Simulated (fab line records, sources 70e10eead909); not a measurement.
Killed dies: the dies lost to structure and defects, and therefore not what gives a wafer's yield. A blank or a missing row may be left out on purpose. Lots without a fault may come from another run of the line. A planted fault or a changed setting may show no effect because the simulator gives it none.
Struck lot and sound lot, side by side / flow nand-harc / 43 steps out of a route of 1159
Sound: these wafers, L648.1, L648.2, L648.6. The struck wafers were L663.1, L663.2, L663.3. The cause comes at the end.
Each step with rows lists, per side, the tool, then ch with its chambers, then its first start. Under that, the readings that differ: sound wafers / struck wafers / difference of the means / sigmas: that difference in standard deviations of wafers without a fault.
alike: words and numbers the same on both sides, and readings whose means are apart by under 2 such deviations; not compared: readings that were withheld, readings missing a value for some wafer, numbers with overlapping values and no deviation given by the record, and bounds like >300 which may hide the same value.
A row with sigmas, a row that says differs or no value, or rows on one side alone: a step with any of these is where the two part. When numbers do not overlap yet have no deviation, they are printed without sigmas and do not part them. Lack of a reading on every wafer of one side parts them only where that side has two or more wafers.

first, 2 steps without rows for these wafers: NHARC_A_CONTACT_PEB_40 (peb time 65 s); NHARC_A_CONTACT_DEVELOP_41 (develop time 35 s).
NHARC_A_CONTACT_CD_MEAS_42: the cd target is 200 nm.
  sound on cd-sem-02 ch 0, day 17 18:29; struck on cd-sem-03 ch 0, day 20 15:52
  alike: cd-nm
NHARC_A_CONTACT_OVL_MEAS_43:
  sound on overlay-01 at day 17 18:34; struck on overlay-01 at day 20 15:57
reading=overlay-y-nm (nm); sound=-2.2 -1.9 -2.1; struck=-0.4 0.2 0.2; difference=+2.1; sigmas=+2
  alike: overlay-x-nm
NHARC_A_CONTACT_INSPECT_44:
  sound on defect-inspect-02 at day 17 18:36; struck on defect-inspect-01 at day 20 15:59
  alike: raw-defect-count
then, 1 step without rows for these wafers: NHARC_A_CONTACT_DESCUM_47 (chemistry O2, time 3 s).
NHARC_A_CONTACT_ETCH_48: etches the open film in CF4, target depth 39 nm, time 65 s.
  sound on rie-diel-02 ch 0,1, day 17 18:46; struck on rie-diel-08 ch 0,2,3, day 20 16:21
  alike: bias-w, chamber-pressure-mTorr, drypump-motor-current-A, oes-product-au, rf-vpp-V, showerhead-plenum-p-Torr, throttle-valve-pct
  not compared: rf-hours-counter-h
then, 3 steps without rows for these wafers: NHARC_A_CONTACT_ETCH_49 (etches the open film in N2/H2, target depth 260 nm, time 475.3 s); NHARC_A_CONTACT_ETCH_50 (etches the open film in CF4/CHF3, target depth 84.7 nm, time 42.4 s); NHARC_A_CONTACT_ETCH_51 (etches the open film in O2/COS, target depth 3600 nm, time 936 s).
NHARC_A_CONTACT_ETCH_111: etches the open film in C4F8/O2/Ar, time 140 s, target depth 700 nm.
  sound on har-cap-etch-03 ch 0,1, day 17 20:10; struck on har-cap-etch-01 ch 0,1, day 20 17:32
  alike: chamber-pressure-mTorr
  not compared: rf-hours-counter-h
then, 1 step without rows for these wafers: NHARC_A_CONTACT_ETCH_112 (etches the open film in C4F8/O2/Ar, time 94 s, target depth 922 nm).
NHARC_A_CONTACT_ETCH_113: etches the open film in C4F8/O2/Ar, time 94 s, target depth 922 nm.
  sound on har-cap-etch-03 ch 0,1, day 17 20:27; struck on har-cap-etch-01 ch 0,1, day 20 17:49
  alike: chamber-pressure-mTorr
  not compared: rf-hours-counter-h
then, 3 steps without rows for these wafers: NHARC_A_CONTACT_ETCH_114 (etches the open film in C4F8/O2/Ar, time 94 s, target depth 922 nm); NHARC_A_CONTACT_ETCH_115 (etches the open film in C4F8/O2/Ar, time 94 s, target depth 922 nm); NHARC_A_CONTACT_ETCH_116 (etches the open film in C4F8/O2/Ar, time 94 s, target depth 922 nm).
NHARC_A_CONTACT_ETCH_117: etches the open film in C4F8/O2/Ar, time 94 s, target depth 922 nm.
  sound on har-cap-etch-03 ch 0,1, day 17 20:49; struck on har-cap-etch-01 ch 0,1, day 20 18:11
  alike: chamber-pressure-mTorr
  not compared: rf-hours-counter-h
then, 7 steps without rows for these wafers: NHARC_A_CONTACT_ETCH_118 (etches the open film in C4F8/O2/Ar, time 94 s, target depth 922 nm); NHARC_A_CONTACT_ETCH_119 (etches the open film in C4F8/O2/Ar, time 94 s, target depth 922 nm); NHARC_A_CONTACT_ETCH_120 (etches the open film in C4F8/O2/Ar, time 94 s, target depth 922 nm); NHARC_A_CONTACT_ETCH_121 (etches the open film in C4F8/O2/Ar, time 94 s, target depth 922 nm); NHARC_A_CONTACT_ETCH_122 (etches the open film in C4F8/O2/Ar, time 95 s, target depth 930 nm); NHARC_A_CONTACT_ETCH_123 (etches the open film in C4F8/O2/Ar, time 253 s, target depth 1090 nm); NHARC_A_CONTACT_ETCH_90 (etches the open film in CH3F/O2, target depth 40 nm, time 85.7 s).
NHARC_A_CONTACT_ETCH_96: etches the open film in C4F6/O2, target depth 20 nm, time 10 s.
  sound on rie-diel-02 ch 1,2,3, day 17 22:08; struck on rie-diel-02 ch 0,2,3
  alike: bias-w, c4f6-flow-sccm, chamber-pressure-mTorr, drypump-motor-current-A, oes-product-au, rf-vpp-V, showerhead-plenum-p-Torr, throttle-valve-pct
  not compared: rf-hours-counter-h
NHARC_A_CONTACT_CD_MEAS_53:
  sound on cd-sem-03 at day 17 22:13; struck on cd-sem-03 at day 20 19:35
  alike: cd-nm
then, 3 steps without rows for these wafers: NHARC_A_CONTACT_STRIP_99 (strips in N2/H2); NHARC_A_CONTACT_STRIP_100 (strips in CF4/CHF3); NHARC_A_CONTACT_STRIP_101 (strips in O2/COS).
NHARC_A_CONTACT_ETCH_102: etches the open film in CF4/O2, target depth 70 nm, overetch 7 nm, time 38.5 s.
  sound on rie-diel-02 ch 1,2,3, day 17 22:37; struck on rie-diel-04 ch 1,2,3, day 20 20:05
  alike: bias-w, chamber-pressure-mTorr, drypump-motor-current-A, oes_f_703_au, oes-product-au, rf-vpp-V, showerhead-plenum-p-Torr, throttle-valve-pct
  not compared: rf-hours-counter-h
then, 12 steps without rows for these wafers: NHARC_A_CONTACT_STRIP_55 (strips in O2); NHARC_A_CONTACT_STRIP_56 (strips in post etch residue remover, time 600 s); NHARC_A_CONTACT_DEP_57 (deposits aC, target thk 2800 nm); NHARC_A_CONTACT_DEP_58 (deposits SiON, target thk 60 nm); NHARC_A_CONTACT_DEHYDRATE_59 (time 120 s); NHARC_A_CONTACT_HMDS_60 (time 30 s); NHARC_A_CONTACT_COAT_61 (time 75 s); NHARC_A_CONTACT_COAT_62 (time 65 s); NHARC_A_CONTACT_COAT_63 (resist thk 90 nm); NHARC_A_CONTACT_SOFTBAKE_64 (time 55 s); NHARC_A_CONTACT_EBR_65; NHARC_A_CONTACT_EXPOSE_66 (exposes mask A CC 2).
-- break in the record here, with 3 days between the starts of the struck wafers on either side (left off in module A_CONTACT, picked up again in module END, where the first step shown is number 1159 on the route) --
NHARC_END_SORT_01:
  at this point the record logs the struck wafers (prober-02 ch 0, day 23 18:22) and has no rows for the sound ones

== WHERE THEY PART ==
Last at NHARC_END_SORT_01 as far as this record goes, first at NHARC_A_CONTACT_OVL_MEAS_43.

WHY: the cause the simulator had injected
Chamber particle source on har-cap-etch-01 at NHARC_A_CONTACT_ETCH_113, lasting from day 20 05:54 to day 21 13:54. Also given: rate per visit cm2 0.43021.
